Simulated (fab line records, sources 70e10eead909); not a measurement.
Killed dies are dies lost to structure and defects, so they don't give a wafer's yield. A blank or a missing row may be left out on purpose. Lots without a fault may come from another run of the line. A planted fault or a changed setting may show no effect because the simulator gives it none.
Which tool did it? | flow nand_harc | 15 lots, 45 wafers sampled, at 3 steps of a route of 1159

WHAT THE GAUGES READ, wafer by wafer
NHARC_A_BONDPAD_THK_MEAS_20: measures by xrf.
lot  | measured     | on            | thk_nm (nm)
L180 | day 18 12:52 | film_metro-01 | 167.1 168.1 167.4
L181 | day 18 15:50 | film_metro-01 | 170.2 168.1 171.2
L182 | day 18 18:40 | film_metro-01 | 169.7 169.0 170.1
L185 | day 19 12:55 | film_metro-02 | 168.9 166.8 169.6
L184 | day 19 16:20 | film_metro-02 | 167.2 167.9 169.5
L186 | day 19 17:20 | film_metro-02 | 168.4 169.7 171.3
L188 | day 20 15:42 | film_metro-02 | 168.3 168.4 170.6
L191 | day 21 06:57 | film_metro-02 | 168.8 167.0 168.6
L189 | day 21 10:25 | film_metro-01 | 170.3 169.7 168.1
L196 | day 22 18:46 | film_metro-02 | 169.4 167.3 166.2
L195 | day 22 19:20 | film_metro-02 | 167.5 170.6 169.8
L194 | day 22 21:53 | film_metro-01 | 167.5 166.3 165.7
L200 | day 23 03:53 | film_metro-02 | 168.5 171.1 169.6
L203 | day 23 14:46 | film_metro-01 | 168.3 168.5 169.1
L202 | day 23 18:37 | film_metro-01 | 170.2 172.0 169.5

NHARC_HYBRID_BOND_OVL_MEAS_05.
lot  | measured     | on         | overlay_x_nm (nm) | overlay_y_nm (nm)
L180 | day 19 01:04 | overlay-02 | 45 42 -16         | 46 -38 -17
L181 | day 19 01:04 | overlay-01 | 16 7 -21          | 0 -61 27
L182 | day 19 05:25 | overlay-01 | 12 73 -7          | -38 13 7
L185 | day 19 23:47 | overlay-01 | -66 18 32         | 41 44 -37
L184 | day 19 23:47 | overlay-02 | -12 7 -17         | -33 3 -10
L186 | day 19 23:48 | overlay-02 | 62 6 64           | 32 -17 -4
L188 | day 21 04:40 | overlay-01 | -14 -54 -34       | -60 32 21
L191 | day 21 17:02 | overlay-01 | -8 -5 -13         | 17 18 13
L189 | day 21 17:02 | overlay-02 | 58 -9 -5          | 25 -1 12
L196 | day 23 03:49 | overlay-01 | -20 -84 -51       | 6 -39 -8
L195 | day 23 03:49 | overlay-02 | 29 -11 -13        | -73 38 44
L194 | day 23 08:10 | overlay-02 | -7 -25 -23        | 34 -26 0
L200 | day 23 13:51 | overlay-01 | -39 44 1          | -46 -13 15
L203 | day 24 00:52 | overlay-02 | 3 -13 45          | 4 -23 -15
L202 | day 24 06:44 | overlay-01 | 60 17 34          | 50 -38 15

NHARC_HYBRID_BOND_INSPECT_06: inspects for defects (ir void).
lot  | measured     | on                | raw_defect_count
L180 | day 19 01:07 | defect_inspect-01 | 34 33 30
L181 | day 19 01:08 | defect_inspect-02 | 23 22 23
L182 | day 19 05:28 | defect_inspect-01 | 9 18 9
L185 | day 19 23:50 | defect_inspect-01 | 37 36 31
L184 | day 19 23:50 | defect_inspect-02 | 27 30 23
L186 | day 19 23:52 | defect_inspect-02 | 27 32 36
L188 | day 21 04:43 | defect_inspect-02 | 38 43 37
L191 | day 21 17:05 | defect_inspect-02 | 39 39 49
L189 | day 21 17:05 | defect_inspect-01 | 51 47 40
L196 | day 23 03:53 | defect_inspect-01 | 44 41 43
L195 | day 23 03:52 | defect_inspect-02 | 43 39 34
L194 | day 23 08:13 | defect_inspect-01 | 41 34 36
L200 | day 23 13:54 | defect_inspect-01 | 30 16 31
L203 | day 24 00:55 | defect_inspect-01 | 17 25 15
L202 | day 24 06:47 | defect_inspect-02 | 46 43 52

WHICH TOOL RAN EACH LOT (tool, then ch and the chambers of the sampled wafers, then the start)
The record holds no process step before these readings.

WHAT THE TOOLS THEMSELVES READ (means of the sampled wafers that have a number; where no wafer has one, the mark that the record gives instead)
The record holds no such reading with a usual standard deviation.

THE ANSWER, worked out from the rows above alone
Rule: what is usual is taken from the lots themselves. Put in order of their means at a reading, lots are off if they are a third of the lots or fewer, leave a main group of 4 or more, and stand apart from it by a gap of 3 or more times the standard deviation of the main group's means; of several such gaps the widest counts. A main group whose means are all the same, to the digits that the tables above print for the reading, isn't used. A lot without any number at a reading at which 4 lots or more have one is off too. The other lots that the step has rows for count as sound. The gauges are gone through in route order, then the tools' own readings, and for those a lot's mean is taken as printed above. The first step at which some lot is off is used, and at that step the reading that is off furthest; a lot without a number counts as furthest.
No lot is off at any reading shown: from this, nothing can be told.

WHAT THE SIMULATOR HAD PUT IN
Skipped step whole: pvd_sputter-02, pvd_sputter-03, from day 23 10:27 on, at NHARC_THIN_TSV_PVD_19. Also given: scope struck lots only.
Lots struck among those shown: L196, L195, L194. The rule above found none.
